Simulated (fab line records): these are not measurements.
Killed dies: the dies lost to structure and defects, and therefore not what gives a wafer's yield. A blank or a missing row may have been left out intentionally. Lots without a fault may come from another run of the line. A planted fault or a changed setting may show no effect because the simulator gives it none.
8D (eight disciplines) problem report, filled in by code || flow nand_harc || the parts of the form that need people (team, actions taken, sign-off) are left out

1. THE ISSUE
cd_nm at NHARC_A_M1_CD_MEAS_09 reads a mean of 130.3 nm on 6 wafers of 2 lots; wafers without a fault read 120.0 nm with a standard deviation of 0.51. Measured from the usual mean, that is +20 standard deviations.
The step: target cd 120 nm.
Seen first at day 29 05:44 on cd_sem-02, wafer L250.1. At this step, 36 wafers from 12 lots have a number in the record. By rule, "out" or "out of limits" means more than 4 standard deviations away from the usual mean. The rest of the wafers with a number are treated as sound.

2. WHAT IT IS, WHAT IT ISN'T
{"question": "which readings at this step", "is": "cd_nm", "is not": "-"}
{"question": "which lots", "is": "L250, L253", "is not": "L240, L241, L242, L244, L248, L254, L255, L258, L259, L260"}
{"question": "which wafers of those lots", "is": "all that have a number", "is not": "-"}
{"question": "read on which gauges", "is": "cd_sem-02", "is not": "cd_sem-01, cd_sem-03"}
{"question": "when", "is": "from day 29 05:44", "is not": "up to then (15 sound wafers); but 15 sound wafers of L254, L255, L258, L259, L260 came after"}

3. THE SUSPECTS, EACH WITH WHAT RULES IT OUT
Counting: a tool at any process step up to the reading remains a suspect when it ran all the lots that are out and ran no sound lot after the first of those.
- the gauge at NHARC_A_M1_CD_MEAS_09: ruled out. All the wafers that are out were read on cd_sem-02, but those of them that NHARC_A_M1_PEB_07 has rows for are out there too, on other tools.
- litho_track-06 at NHARC_A_M1_PEB_07 (peb time 65 s): ruled out as a lasting fault. Following L250 (day 29 05:40), the first lot on it that is out, the sound lots L260 were run on it.
Left after counting: nothing in the record.

4. THE CAUSE (what the simulator had put in)
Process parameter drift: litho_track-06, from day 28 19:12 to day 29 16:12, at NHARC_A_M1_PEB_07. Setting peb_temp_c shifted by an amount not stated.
Counting ruled it out, wrongly: the rule takes a fault to strike every lot that its tool runs from its start on, and this one did not.

5. SEQUENCE OF EFFECTS, ordered by route
Each row: a reading whose mean over the struck wafers that have a number lies more than 3 standard deviations from the usual. Only readings for which the record gives a usual standard deviation are gone through. hours: the time from each lot's start at the first step in this table that gives one to its start at this step, as a median over the lots. sigmas: the change in usual standard deviations.
{"hours": 0, "step": "NHARC_A_M1_PEB_07", "reading": "heater_power_total_W", "usual": "156.6 W", "on struck wafers": 164.2, "change": "+7.6", "sigmas": "+18"}
{"hours": 0, "step": "NHARC_A_M1_PEB_07", "reading": "plate_temp_C", "usual": "100.00 C", "on struck wafers": 103.47, "change": "+3.47", "sigmas": "+27"}
{"hours": 0, "step": "NHARC_A_M1_CD_MEAS_09", "reading": "cd_nm", "usual": "120.0 nm", "on struck wafers": 130.3, "change": "+10.3", "sigmas": "+20"}
Here are the process steps it includes:
- NHARC_A_M1_PEB_07: peb time 65 s.
At these later measuring or inspecting steps, every struck wafer for which the step has a row has a number for every such reading, and none has moved that far: NHARC_END_SORT_01.

6. WHAT WOULD HAVE CAUGHT IT SOONER
11 hours passed between the start of the fault at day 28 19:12 and the first reading out of limits at a measuring or inspecting step in this record, taken at day 29 05:44.
The tool's own readings at NHARC_A_M1_PEB_07 were out on every struck wafer that the step has a row for (heater_power_total_W, plate_temp_C): an alarm limit on them would have fired on the first of those.
